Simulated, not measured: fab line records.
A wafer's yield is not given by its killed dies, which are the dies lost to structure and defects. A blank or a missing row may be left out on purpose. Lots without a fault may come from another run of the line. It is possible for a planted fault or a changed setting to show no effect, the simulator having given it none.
fab line records	flow n5_finfet
record: lots: 10	wafers: 30	last_day: 17
route steps=1938 shown BEOL_M4@1079 PASSIVATION@1936
lots with no fault: from the same line, run without faults
start_h: hours from the record's opening day to when the first of the lot's shown wafers began	wait_h: how many hours have passed since the lot's step before this one	" identical to the entry in the row above	L1.1+2: one row covering several wafers at once	- no value, or no start was given	* or withheld: withheld	< > ~ a bound
route shown NAME@n: NAME is a module with steps in the file, n the number in the route of the first one	usual: average and standard deviation across the fault-free wafers	same: alike in all rows	chamber/n: place in a boat	sites: each site's reading	_std_site: the values' standard deviation	_edge_site: the outer-site mean with the inner-site mean subtracted	radius_mm: for every site, how far away it sits from the centre of the wafer	mask NAME#n: copy n	behind: tool/chamber where the wafer was last shaped	hold: the reason the lot was held/the length of the hold in hours/how it ended	device: names the non-switching transistor (n, p or np)	end of line: the same wafers' tests at the end of the route	for a step that has no rows: nothing shown but its recipe	killed: not the wafer's yield, but the dies lost to structure and defects at the first sort	map: shows each die of a wafer: x if killed, . if not, _ if none is there
set.NAME: setting as actually run; set.NAME@STEP: the setting as run at that earlier step	model.NAME: the simulator's own value behind a step, which no gauge read
steps of the route over a sample of lots; a table a step, a row a wafer
services: when a tool's chamber went out of use (start_h, in hours from the record's first day, below 0 if earlier), for how many hours, and the reason
== steps ==
step: N5_BEOL_M4_DEGAS_44
recipe: ambient: vacuum	temp_c: 250	time_s: 60
usual: heater_power_w: 353/43
lot.wafer	tool	chamber	start_h	wait_h	heater_power_w
L622.1	pvd_sputter-01	-	171.86	0.4	367
L622.4	"	-	"	"	357
L622.5	"	-	"	"	364
L628.1	pvd_sputter-01	-	205.83	0.3	333
L628.5	"	-	"	"	352
L628.6	"	-	"	"	319
L627.2	pvd_sputter-01	-	213.39	0.1	366
L627.3	"	-	"	"	326
L627.4	"	-	"	"	333
L629.1	pvd_sputter-03	-	216.31	0.1	355
L629.5	"	-	"	"	396
L629.6	"	-	"	"	347
L630.2	pvd_sputter-02	-	221.32	0.2	344
L630.3	"	-	"	"	286
L630.4	"	-	"	"	330
L631.2	pvd_sputter-02	-	236.81	0.4	340
L631.3	"	-	"	"	346
L631.6	"	-	"	"	347
L636.2	pvd_sputter-01	-	259.26	0.5	335
L636.5	"	-	"	"	361
L636.6	"	-	"	"	363
L638.1	pvd_sputter-03	-	274.67	2.0	309
L638.3	"	-	"	"	479
L638.6	"	-	"	"	491
L641.2	pvd_sputter-01	-	290.18	2.1	364
L641.4	"	-	"	"	330
L641.6	"	-	"	"	360
L640.4	pvd_sputter-01	-	297.67	0.2	363
L640.5	"	-	"	"	368
L640.6	"	-	"	"	336
step: N5_BEOL_M4_ALD_84
recipe: material: TaN	target_thk_a: *	temp_c: 275	ald_precursor_family: PDMAT	ald_co_reactant: NH3	pressure_torr: 3	carrier_flow_sccm: 1500	pulse_time_s: 2	purge_time_s: 3	co_reactant_purge_time_s: 2	co_reactant_pulse_time_s: 3	ald_cycles: 30	precursor_vessel_temp_c: 75	precursor_vessel_pressure_torr: 26.25	precursor_vessel_carrier_sccm: 1000
usual: heater_power_w: 450/38
lot.wafer	tool	chamber	start_h	wait_h	heater_power_w
L622.1	ald_metal-03	0	171.97	0.0	393
L622.4	"	1	"	"	453
L622.5	"	2	"	"	412
L628.1	ald_metal-02	3	206.08	0.2	519
L628.5	"	1	"	"	428
L628.6	"	2	"	"	496
L627.2	ald_metal-01	1	213.49	0.0	517
L627.3	"	3	"	"	452
L627.4	"	2	"	"	449
L629.1	ald_metal-03	1	216.41	0.0	443
L629.5	"	0	"	"	420
L629.6	"	3	"	"	478
L630.2	ald_metal-03	2	221.42	0.0	425
L630.3	"	0	"	"	411
L630.4	"	3	"	"	474
L631.2	ald_metal-03	0	236.91	0.0	397
L631.3	"	3	"	"	470
L631.6	"	1	"	"	439
L636.2	ald_metal-01	0	259.45	0.1	415
L636.5	"	3	"	"	452
L636.6	"	0	"	"	413
L638.1	ald_metal-03	3	274.79	0.1	477
L638.3	"	1	"	"	450
L638.6	"	1	"	"	441
L641.2	ald_metal-01	1	290.28	0.0	512
L641.4	"	0	"	"	404
L641.6	"	1	"	"	510
L640.4	ald_metal-02	1	297.83	0.1	418
L640.5	"	0	"	"	407
L640.6	"	3	"	"	514
step: N5_BEOL_M4_ANNEAL_49
recipe: temp_c: 400	time_s: 240	ambient: vacuum
usual: heater_power_w: 887/110	susceptor_temp_C_max: 400.95/0.29
lot.wafer	tool	chamber	start_h	wait_h	heater_power_w	susceptor_temp_C_max
L622.1	pvd_sputter-02	-	174.12	0.0	855	401.42
L622.4	"	-	"	"	719	401.12
L622.5	"	-	"	"	807	400.55
L628.1	pvd_sputter-02	-	207.06	0.0	845	401.14
L628.5	"	-	"	"	710	401.18
L628.6	"	-	"	"	847	401.06
L627.2	pvd_sputter-02	-	214.11	0.0	821	400.80
L627.3	"	-	"	"	850	401.03
L627.4	"	-	"	"	694	401.22
L629.1	pvd_sputter-01	-	216.94	0.0	809	400.73
L629.5	"	-	"	"	904	401.17
L629.6	"	-	"	"	944	400.54
L630.2	pvd_sputter-01	-	222.01	0.0	849	400.89
L630.3	"	-	"	"	894	400.83
L630.4	"	-	"	"	907	401.02
L631.2	pvd_sputter-02	-	237.59	0.0	869	401.10
L631.3	"	-	"	"	845	401.04
L631.6	"	-	"	"	722	401.42
L636.2	pvd_sputter-03	-	260.92	0.0	865	400.50
L636.5	"	-	"	"	1026	401.02
L636.6	"	-	"	"	890	400.79
L638.1	pvd_sputter-03	-	275.39	0.0	797	400.83
L638.3	"	-	"	"	893	400.79
L638.6	"	-	"	"	1198	401.15
L641.2	pvd_sputter-03	-	290.99	0.0	1175	401.03
L641.4	"	-	"	"	875	400.17
L641.6	"	-	"	"	779	401.09
L640.4	pvd_sputter-01	-	298.39	0.0	895	400.49
L640.5	"	-	"	"	829	400.71
L640.6	"	-	"	"	931	400.60
step: N5_BEOL_M4_SPUTTER_79
recipe: material: Cu	target_thk_a: 45	temp_c: -20	chamber_pressure_pa: 0.07	power_w: withheld	time_s: 8.29
usual: chamber_pressure_pa: 0.07002/0.00013	throttle_valve_pct: 30.0/0.58
lot.wafer	tool	chamber	start_h	wait_h	chamber_pressure_pa	throttle_valve_pct
L622.1	pvd_sputter-02	-	174.26	0.1	0.06987	30.3
L622.4	"	-	"	"	0.06997	30.8
L622.5	"	-	"	"	0.06984	29.3
L628.1	pvd_sputter-02	-	207.20	0.1	0.0703	29.2
L628.5	"	-	"	"	0.07004	30.5
L628.6	"	-	"	"	0.07007	30.6
L627.2	pvd_sputter-02	-	214.25	0.1	0.07004	29.3
L627.3	"	-	"	"	0.0702	28.9
L627.4	"	-	"	"	0.06997	30.5
L629.1	pvd_sputter-01	-	217.08	0.1	0.07001	29.9
L629.5	"	-	"	"	0.08614	27.4
L629.6	"	-	"	"	0.06998	30.0
L630.2	pvd_sputter-01	-	222.15	0.1	0.06995	30.6
L630.3	"	-	"	"	0.08592	27.6
L630.4	"	-	"	"	0.07023	30.3
L631.2	pvd_sputter-02	-	237.73	0.1	0.07019	30.2
L631.3	"	-	"	"	0.07011	29.2
L631.6	"	-	"	"	0.07007	30.5
L636.2	pvd_sputter-03	-	261.06	0.1	0.07004	29.5
L636.5	"	-	"	"	0.07001	29.6
L636.6	"	-	"	"	0.07	29.6
L638.1	pvd_sputter-03	-	275.53	0.1	0.07014	29.0
L638.3	"	-	"	"	0.06979	29.6
L638.6	"	-	"	"	0.0701	30.4
L641.2	pvd_sputter-03	-	291.13	0.1	0.06998	30.5
L641.4	"	-	"	"	0.07007	29.9
L641.6	"	-	"	"	0.07015	29.0
L640.4	pvd_sputter-01	-	298.53	0.1	0.07003	30.5
L640.5	"	-	"	"	0.06992	30.8
L640.6	"	-	"	"	0.07012	30.0
step: N5_BEOL_M4_RC_MEAS_101
usual: DIBL_N: 36.1/1.3	DIBL_P: 36.3/1.4	IOFF_N: 0.162/0.024	IOFF_P: 0.22/0.033	ION_N: 674/9.9	ION_P: 464/7.6	SS_N: 71.6/0.53	SS_P: 73.4/0.55	VT_N: 249.4/2.9	VT_P: -249/3.3
lot.wafer	tool	chamber	start_h	wait_h	DIBL_N[mV/V]	DIBL_P[mV/V]	IOFF_N[nA/um]	IOFF_P[nA/um]	ION_N[uA/um]	ION_P[uA/um]	SS_N[mV/dec]	SS_P[mV/dec]	VT_N[mV]	VT_P[mV]
L622.1	prober-02	0	176.89	0.0	36.4	35.9	0.175	0.26	677	466	71.8	74.6	248.3	-245
L622.4	"	0	"	"	38.2	36.9	0.215	0.27	685	471	72.2	73.7	245.3	-245
L622.5	"	0	"	"	37.0	35.8	0.197	0.26	685	471	71.9	74.0	245.5	-246
L628.1	prober-02	0	209.84	0.0	37.9	37.5	0.204	0.28	696	474	72.1	74.5	243.4	-244
L628.5	"	0	"	"	35.1	34.0	0.141	0.21	682	466	71.1	72.9	251.4	-247
L628.6	"	0	"	"	38.3	38.2	0.203	0.29	680	475	72.4	74.3	243.4	-246
L627.2	prober-01	0	218.14	1.1	34.5	33.5	0.134	0.20	664	462	71.1	73.3	250.1	-252
L627.3	"	0	"	"	35.7	34.1	0.153	0.20	668	464	71.3	72.7	248.3	-248
L627.4	"	0	"	"	36.3	35.7	0.169	0.23	689	473	72.2	73.8	248.7	-247
L629.1	prober-02	0	219.99	0.0	34.6	35.5	0.152	0.19	675	457	71.7	73.3	250.7	-251
L629.5	"	0	"	"	34.7	35.4	0.153	0.19	681	459	71.3	72.9	248.7	-253
L629.6	"	0	"	"	33.7	34.0	0.144	0.17	670	453	70.4	72.7	249.0	-251
L630.2	prober-02	0	225.32	0.2	36.2	36.2	0.166	0.23	671	459	72.4	73.4	247.3	-250
L630.3	"	0	"	"	36.2	36.2	0.165	0.22	677	466	71.5	72.8	249.8	-250
L630.4	"	0	"	"	37.2	36.9	0.177	0.23	674	461	72.1	73.6	249.9	-247
L631.2	prober-02	0	240.69	0.2	36.9	38.0	0.181	0.26	691	477	72.1	73.8	245.0	-247
L631.3	"	0	"	"	36.8	37.2	0.168	0.24	673	462	71.6	74.0	246.5	-249
L631.6	"	0	"	"	36.3	37.1	0.168	0.23	692	469	71.5	73.7	247.2	-249
L636.2	prober-02	0	263.85	0.2	36.5	37.6	0.176	0.24	675	464	72.2	73.6	247.8	-248
L636.5	"	0	"	"	34.6	35.0	0.140	0.20	670	463	71.5	72.8	248.8	-250
L636.6	"	0	"	"	35.2	35.9	0.153	0.22	677	468	72.1	73.0	250.4	-250
L638.1	prober-01	0	278.18	0.0	36.3	37.8	0.179	0.21	675	465	72.1	73.6	247.6	-250
L638.3	"	0	"	"	35.4	36.1	0.161	0.19	675	458	71.5	73.7	248.0	-252
L638.6	"	0	"	"	35.9	36.8	0.170	0.20	675	458	71.7	73.9	250.0	-250
L641.2	prober-01	0	294.21	0.2	33.7	36.0	0.133	0.19	681	464	70.8	73.6	254.7	-249
L641.4	"	0	"	"	32.9	35.3	0.117	0.17	660	455	70.8	73.8	253.4	-253
L641.6	"	0	"	"	33.2	35.2	0.121	0.18	669	458	71.6	72.5	255.0	-252
L640.4	prober-02	0	301.76	0.5	35.8	34.9	0.142	0.22	675	465	71.0	72.7	249.5	-246
L640.5	"	0	"	"	33.6	32.3	0.111	0.18	654	461	71.4	72.7	252.1	-250
L640.6	"	0	"	"	36.4	36.6	0.154	0.24	683	470	71.3	73.4	250.5	-246
step: N5_PASSIVATION_PROBE_49
usual: defect_limited_yield: 91.1/1.5	killed_at_M0_to_M3: 36/11	killed_at_M4_up: 13/5	killed_at_contacts: 13/5	killed_at_front_end: 40/12	killed_at_other: 3.3/2.3	killed_dies: 106/17	killed_open: 70/13	killed_short: 34/7.6	sort_bin_5_function: 5.3/0.96	sort_bin_6_memory: 3.3/0.66	sort_n_pass: 1074/17	sort_yield_pct: 91.1/1.5
same: gross_dies: 1180	killed_at_back_side: 0	sort_bin_4_leakage[%]: 0	sort_bin_8_speed[%]: 0
lot.wafer	tool	chamber	start_h	wait_h	defect_limited_yield[%]	killed_at_M0_to_M3	killed_at_M4_up	killed_at_contacts	killed_at_front_end	killed_at_other	killed_dies	killed_open	killed_short	sort_bin_5_function[%]	sort_bin_6_memory[%]	sort_n_pass	sort_yield_pct[%]
L629.1	prober-01	-	312.20	0.0	90.7	36	22	15	27	10	110	75	31	5.6	3.6	1070	90.7
L629.5	prober-01	-	312.40	0.2	91.6	38	11	10	39	1	99	64	35	4.8	3.1	1081	91.6
L629.6	prober-01	-	312.45	0.3	90.3	51	17	7	37	3	115	67	45	5.8	3.4	1065	90.3
killed by level:class
L629.1 BEOL_M4:geometric_particle:open=14 MOL_CONTACT_COAG:geometric_particle:open=13 BEOL_M0_SAQP:geometric_particle:open=9 BEOL_M0_SAQP:geometric_particle:short=9 BEOL_M3:geometric_particle:open=5 FIN_SAQP:geometric_particle:open=4 DUMMY_GATE:geometric_particle:open=4 MIM_BOT:geometric_particle:open=4
L629.5 MOL_CONTACT_COAG:geometric_particle:open=9 BEOL_M2:geometric_particle:open=8 BEOL_M3:geometric_particle:open=8 FIN_SAQP:geometric_particle:open=7 BEOL_M1:geometric_particle:open=6 FIN_SAQP:geometric_particle:short=5 BEOL_M0_SAQP:geometric_particle:short=5 BEOL_M0_SAQP:geometric_particle:open=5
L629.6 BEOL_M0_SAQP:geometric_particle:open=13 BEOL_M0_SAQP:geometric_particle:short=12 BEOL_M1:geometric_particle:open=9 FIN_SAQP:geometric_particle:short=6 FIN_SAQP:geometric_particle:open=6 DUMMY_GATE:geometric_particle:open=6 MOL_CONTACT_COAG:geometric_particle:open=5 SPACER0:geometric_particle:open=4
== services ==
tool	chamber	start_h	hours	kind
pvd_sputter-01	-	158.45	0.9	repair
ald_metal-01	-	197.01	14.6	pm
ald_metal-02	0	227.46	3.2	repair
ald_metal-02	-	290.11	1.2	repair
ald_metal-02	-	294.46	0.6	repair
== key ==
first_sign: step: N5_BEOL_M4_SPUTTER_79	reading: chamber_pressure_pa	direction: up	sigmas: 99+	usual: 0.07002	struck: 0.08603
effect: step: N5_BEOL_M4_SPUTTER_79	reading: throttle_valve_pct	direction: down	sigmas: 4.2	usual: *	struck: *
met_at N5_BEOL_M4_SPUTTER_79
struck_lots L629,L630
struck_wafers L629.5,L630.3
not_acting_at N5_BEOL_M4_DEGAS_44,N5_BEOL_M4_ALD_84,N5_BEOL_M4_ANNEAL_49
fault: kind: process_parameter_drift	tool: pvd_sputter-01	chamber: -	onset_h: 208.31	steps: N5_BEOL_M4_SPUTTER_79	channel: chamber_pressure_pa	offset: 0.016041	shape: step	end_h: 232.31	acts_in: these_recipes_only	stated: 0.07	scope: struck_wafers_only
